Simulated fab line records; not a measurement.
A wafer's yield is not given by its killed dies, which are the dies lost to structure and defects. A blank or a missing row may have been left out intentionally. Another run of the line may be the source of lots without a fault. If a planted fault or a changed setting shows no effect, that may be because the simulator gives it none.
Which tool was responsible?    flow n5Finfet    Sampling: 15 lots, 43 wafers, 6 of 1938 route steps

WHAT THE GAUGES READ, wafer by wafer
N5_BEOL_M5_CD_MEAS_18: pitch 56 nm, target cd 28 nm. Usual: cdNm 28.1 nm, standard deviation 0.43.
lot   measured      on        cdNm (nm)       flag
L421  day 8 15:26   cdSem-02  27.5 28.2 27.7  
L422  day 8 19:21   cdSem-01  28.3 28.5 28.5  
L423  day 9 12:55   cdSem-02  28.2 28.8 27.7  
L424  day 9 18:35   cdSem-03  28.4 29.1 28.5  
L427  day 9 21:41   cdSem-01  27.6 27.8 28.9  
L433  day 11 19:13  cdSem-02  - - -           OFF
L434  day 11 20:05  cdSem-02  - - -           OFF
L435  day 12 04:43  cdSem-02  - - -           OFF
L439  day 12 22:01  cdSem-02  28.2 28.1       
L438  day 12 23:17  cdSem-01  27.8 28.4 27.9  
L440  day 13 00:37  cdSem-02  27.6 27.4       
L441  day 13 03:59  cdSem-02  28.4 28.4 28.1  
L442  day 14 00:47  cdSem-03  28.3 28.8 28.6  
L443  day 14 00:44  cdSem-03  28.2 27.6 28.6  
L444  day 14 05:53  cdSem-01  28.2 27.8 28.1  

EACH LOT AND THE TOOL THAT RAN IT (in order: tool; ch and the chambers of the sampled wafers; start)
lot   N5_BEOL_M4_ANNEAL_49         N5_BEOL_M4_ANNEAL_89         N5_BEOL_M5_CURE_79            N5_BEOL_M5_HM_DEP_02         N5_BEOL_M5_HM_OPEN_17
L421  pvdSputter-01, day 8 08:23   pvdSputter-01, day 8 09:16   uvCure-02 ch 0, day 8 12:47   pvdSputter-03, day 8 14:18   rieMetal-02 ch 0,1, day 8 15:12
L422  pvdSputter-03, day 8 11:50   pvdSputter-03, day 8 12:43   uvCure-02 ch 2, day 8 16:01   pvdSputter-01, day 8 18:16   rieMetal-01 ch 0,1, day 8 19:11
L423  pvdSputter-02, day 9 05:25   pvdSputter-02, day 9 06:18   uvCure-03 ch 1, day 9 09:26   pvdSputter-02, day 9 11:50   rieMetal-02 ch 0,1, day 9 12:44
L424  pvdSputter-01, day 9 09:50   pvdSputter-01, day 9 10:43   uvCure-02 ch 1, day 9 15:00   pvdSputter-01, day 9 17:31   rieMetal-01 ch 0,1, day 9 18:24
L427  pvdSputter-03, day 9 15:24   pvdSputter-03, day 9 16:17   uvCure-01 ch 0, day 9 19:20   pvdSputter-02, day 9 20:22   rieMetal-03 ch 0,1, day 9 21:30
L433  pvdSputter-03, day 11 11:20  pvdSputter-03, day 11 12:13  uvCure-02 ch 1, day 11 15:16  pvdSputter-03, day 11 18:07  rieMetal-03 ch 0, day 11 19:02
L434  pvdSputter-02, day 11 14:10  pvdSputter-02, day 11 15:02  uvCure-01 ch 1, day 11 18:19  pvdSputter-01, day 11 19:01  rieMetal-03 ch 0,1, day 11 19:54
L435  pvdSputter-03, day 11 22:32  pvdSputter-03, day 11 23:25  uvCure-01 ch 1, day 12 02:23  pvdSputter-02, day 12 03:38  rieMetal-02 ch 0,1, day 12 04:31
L439  pvdSputter-03, day 12 13:44  pvdSputter-03, day 12 14:37  uvCure-02 ch 0, day 12 17:35  pvdSputter-01, day 12 20:57  rieMetal-02 ch 1, day 12 21:43
L438  pvdSputter-03, day 12 15:35  pvdSputter-03, day 12 16:28  uvCure-01 ch 0, day 12 19:34  pvdSputter-03, day 12 22:11  rieMetal-01 ch 0, day 12 23:07
L440  pvdSputter-02, day 12 18:32  pvdSputter-02, day 12 19:25  uvCure-01 ch 0, day 12 22:33  pvdSputter-01, day 12 23:33  rieMetal-03 ch 0, day 13 00:26
L441  pvdSputter-01, day 12 21:19  pvdSputter-01, day 12 22:11  uvCure-02 ch 1, day 13 01:11  pvdSputter-03, day 13 02:55  rieMetal-03 ch 0,1, day 13 03:48
L442  pvdSputter-03, day 13 18:31  pvdSputter-03, day 13 19:24  uvCure-03 ch 1, day 13 22:19  pvdSputter-03, day 13 23:49  rieMetal-01 ch 0,1, day 14 00:35
L443  pvdSputter-01, day 13 18:43  pvdSputter-01, day 13 19:36  uvCure-01 ch 2, day 13 22:38  pvdSputter-03, day 13 23:37  rieMetal-01 ch 0,1, day 14 00:23
L444  pvdSputter-01, day 13 21:40  pvdSputter-01, day 13 22:32  uvCure-03 ch 2, day 14 01:29  pvdSputter-02, day 14 02:46  rieMetal-01 ch 0,1, day 14 05:29
- N5_BEOL_M4_ANNEAL_49: time 240 s.
- N5_BEOL_M4_ANNEAL_89: time 240 s.
- N5_BEOL_M5_CURE_79: cures SiCOH lowk, time 240 s.
- N5_BEOL_M5_HM_DEP_02: deposits TiN, target thk 20 nm.
- N5_BEOL_M5_HM_OPEN_17: chemistry Cl2/BCl3, target TiN, target depth 20 nm, overetch 6 nm.

AS READ BY THE TOOLS THEMSELVES (means over the sampled wafers that have a number; for cases with no such wafer, the mark the record gives instead)
N5_BEOL_M4_ANNEAL_49. Usual: heaterPowerW 819 W, standard deviation 79.
lot   tool           heaterPowerW (W)  flag
L421  pvdSputter-01  780               
L422  pvdSputter-03  770               
L423  pvdSputter-02  848               
L424  pvdSputter-01  759               
L427  pvdSputter-03  823               
L433  pvdSputter-03  847               
L434  pvdSputter-02  789               
L435  pvdSputter-03  816               
L439  pvdSputter-03  846               
L438  pvdSputter-03  843               
L440  pvdSputter-02  753               
L441  pvdSputter-01  922               
L442  pvdSputter-03  844               
L443  pvdSputter-01  864               
L444  pvdSputter-01  846               

N5_BEOL_M4_ANNEAL_89. Usual: heaterPowerW 820 W, standard deviation 80.
lot   tool           heaterPowerW (W)  flag
L421  pvdSputter-01  785               
L422  pvdSputter-03  773               
L423  pvdSputter-02  840               
L424  pvdSputter-01  758               
L427  pvdSputter-03  822               
L433  pvdSputter-03  854               
L434  pvdSputter-02  804               
L435  pvdSputter-03  800               
L439  pvdSputter-03  832               
L438  pvdSputter-03  844               
L440  pvdSputter-02  744               
L441  pvdSputter-01  933               
L442  pvdSputter-03  848               
L443  pvdSputter-01  870               
L444  pvdSputter-01  859               

N5_BEOL_M5_CURE_79. Usual: lampPowerPct 52.31 %, standard deviation 0.052; wafer_temp_C_max 386.8, standard deviation 0.63.
lot   tool       lampPowerPct (%)  wafer_temp_C_max  flag
L421  uvCure-02  52.35             386.5             
L422  uvCure-02  52.33             387.3             
L423  uvCure-03  52.29             386.6             
L424  uvCure-02  52.36             387.7             
L427  uvCure-01  52.31             386.2             
L433  uvCure-02  52.35             387.0             
L434  uvCure-01  52.31             387.5             
L435  uvCure-01  52.31             387.4             
L439  uvCure-02  52.33             386.1             
L438  uvCure-01  52.28             386.3             
L440  uvCure-01  52.31             386.4             
L441  uvCure-02  52.34             387.1             
L442  uvCure-03  52.32             386.5             
L443  uvCure-01  52.30             386.6             
L444  uvCure-03  52.31             387.7             

N5_BEOL_M5_HM_DEP_02. Usual: chamberPressurePa 0.5000 Pa, standard deviation 0.00091; substrateTempC 24.97 C, standard deviation 0.11; throttleValvePct 30.0 %, standard deviation 0.83.
lot   tool           chamberPressurePa (Pa)  substrateTempC (C)  throttleValvePct (%)  flag
L421  pvdSputter-03  0.4997                  24.95               30.2                  
L422  pvdSputter-01  0.5002                  25.00               30.1                  
L423  pvdSputter-02  0.4994                  25.00               29.4                  
L424  pvdSputter-01  0.4997                  24.96               30.4                  
L427  pvdSputter-02  0.4994                  24.99               30.3                  
L433  pvdSputter-03  -                       -                   -                     OFF
L434  pvdSputter-01  -                       -                   -                     OFF
L435  pvdSputter-02  -                       -                   -                     OFF
L439  pvdSputter-01  0.5009                  24.91               30.8                  
L438  pvdSputter-03  0.5002                  24.90               30.2                  
L440  pvdSputter-01  0.4995                  25.07               29.9                  
L441  pvdSputter-03  0.4992                  25.03               30.5                  
L442  pvdSputter-03  0.5001                  24.77               30.1                  
L443  pvdSputter-03  0.5000                  24.86               29.9                  
L444  pvdSputter-02  0.5000                  24.94               29.7                  

N5_BEOL_M5_HM_OPEN_17. Usual: biasW 126.0 W, standard deviation 0.33; drypumpMotorCurrentA 5.6 A, standard deviation 0.44; oes_ar_750_au 0.78 a.u., standard deviation 0.097; oesProductAu 0.67 a.u., standard deviation 0.079; throttleValvePct 22.01 %, standard deviation 0.26.
lot   tool         biasW (W)  drypumpMotorCurrentA (A)  oes_ar_750_au (a.u.)  oesProductAu (a.u.)  throttleValvePct (%)  flag
L421  rieMetal-02  126.1      5.9                       0.88                  0.75                 22.31                 
L422  rieMetal-01  125.9      5.5                       0.88                  0.77                 22.00                 
L423  rieMetal-02  125.8      5.9                       0.86                  0.74                 22.32                 
L424  rieMetal-01  125.9      5.2                       0.84                  0.76                 22.07                 
L427  rieMetal-03  125.5      5.4                       0.69                  0.60                 21.89                 
L433  rieMetal-03  125.9      5.3                       0.68                  0.26                 22.64                 OFF
L434  rieMetal-03  126.2      5.4                       0.68                  0.26                 22.54                 OFF
L435  rieMetal-02  126.0      6.2                       0.88                  0.33                 22.80                 OFF
L439  rieMetal-02  125.8      6.5                       0.90                  0.79                 21.94                 
L438  rieMetal-01  126.2      5.0                       0.79                  0.72                 22.16                 
L440  rieMetal-03  126.0      5.3                       0.68                  0.57                 22.02                 
L441  rieMetal-03  126.2      5.5                       0.68                  0.59                 21.80                 
L442  rieMetal-01  125.9      5.2                       0.80                  0.71                 22.10                 
L443  rieMetal-01  125.9      5.2                       0.80                  0.71                 22.11                 
L444  rieMetal-01  125.8      5.2                       0.80                  0.72                 22.10                 

THE ANSWER, worked out from the rows above alone
Rule: take the mean of a lot's wafers that have a number; if it is more than 3 standard deviations from the usual mean, the lot is off. A lot without any number at a reading at which 4 lots or more have one is off too. Any other lot the step has rows for is counted as sound. The gauges are gone through in route order, then the tools' own readings, and for those a lot's mean is taken as printed above. The first step at which some lot is off is used, and at that step the reading that is off furthest; a lot without a number counts as furthest.
Off, at N5_BEOL_M5_CD_MEAS_18 on cdNm: L433, L434, L435. Without a number there: L433, L434, L435.
A tool fits if, at a process step before that reading, it ran every lot that is off, and no sound lot after the first of them. Not tried: the gauges at N5_BEOL_M5_CD_MEAS_18; whatever is off there is also off at N5_BEOL_M5_HM_DEP_02, on other tools, and gauge error can't account for it. Of those tried, none fits.

WHAT THE SIMULATOR PUT IN
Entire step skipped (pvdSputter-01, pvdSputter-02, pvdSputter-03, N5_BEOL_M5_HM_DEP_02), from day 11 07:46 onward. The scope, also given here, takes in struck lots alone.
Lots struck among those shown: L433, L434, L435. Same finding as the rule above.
